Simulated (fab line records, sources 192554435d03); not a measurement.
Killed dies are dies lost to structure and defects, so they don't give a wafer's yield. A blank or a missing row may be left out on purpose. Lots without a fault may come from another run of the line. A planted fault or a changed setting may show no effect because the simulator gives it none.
One fault seen from 2 desks | flow n5_finfet | each desk has only its own numbers; what lay behind them comes last

THE TOOL OWNER'S DESK: remote_plasma-01
The tool's own readings at N5_MOL_CONTACT_COAG_PRECLEAN_111 (cleans in NF3:NH3, afs cycles 1, time 20 s, sublimation time 60 s): means of the sampled wafers that have a number, for each lot that ran on this tool. A lot is out of limits, marked OUT, if its mean lies more than 4 standard deviations from the usual mean; the brackets give that distance.
Columns: A = rf_power_w at N5_MOL_CONTACT_COAG_PRECLEAN_111, usual 30.01 W
lot  | first seen here | A
L651 | day 5 11:38     | 30.02
L660 | day 7 23:31     | 29.99
L662 | day 8 04:13     | 29.91
This desk's finding: nothing out of limits on any of the 3 lots.

THE METROLOGY DESK
What the gauges read, lot by lot, whatever tool the lot ran on: means of the sampled wafers that have a number. A lot is out of limits, marked OUT, if its mean lies more than 4 standard deviations from the usual mean; the brackets give that distance. Of its 11 readings 7 are shown: those that lie furthest out on some lot.
Columns: A = MD_CAP_THK at N5_MOL_CONTACT_COAG_THK_MEAS_29, usual 17.90 nm; B = DIBL_P at N5_BEOL_M4_RC_MEAS_101, usual 36.7 mV/V; C = IOFF_N at N5_BEOL_M4_RC_MEAS_101, usual 0.17 nA/um; D = IOFF_P at N5_BEOL_M4_RC_MEAS_101, usual 0.22 nA/um; E = ION_P at N5_BEOL_M4_RC_MEAS_101, usual 461 uA/um; F = VT_N at N5_BEOL_M4_RC_MEAS_101, usual 250 mV; G = VT_P at N5_BEOL_M4_RC_MEAS_101, usual -250 mV
lot  | first seen here | A     | B    | C    | D    | E   | F   | G
L651 | day 5 20:02     | 17.96 | 37.4 | 0.14 | 0.19 | 462 | 251 | -252
L660 | day 8 09:22     | 18.04 | 37.1 | 0.19 | 0.27 | 470 | 246 | -244
L662 | day 8 14:52     | 18.04 | 34.0 | 0.13 | 0.17 | 452 | 253 | -255
L666 | day 9 07:44     | 17.85 | 35.3 | 0.15 | 0.21 | 460 | 252 | -250
This desk's finding: nothing out of limits on any of the 4 lots.

PUT TOGETHER
The tool owner's desk saw nothing out of limits.
The metrology desk saw nothing out of limits.

WHAT THE SIMULATOR HAD PUT IN
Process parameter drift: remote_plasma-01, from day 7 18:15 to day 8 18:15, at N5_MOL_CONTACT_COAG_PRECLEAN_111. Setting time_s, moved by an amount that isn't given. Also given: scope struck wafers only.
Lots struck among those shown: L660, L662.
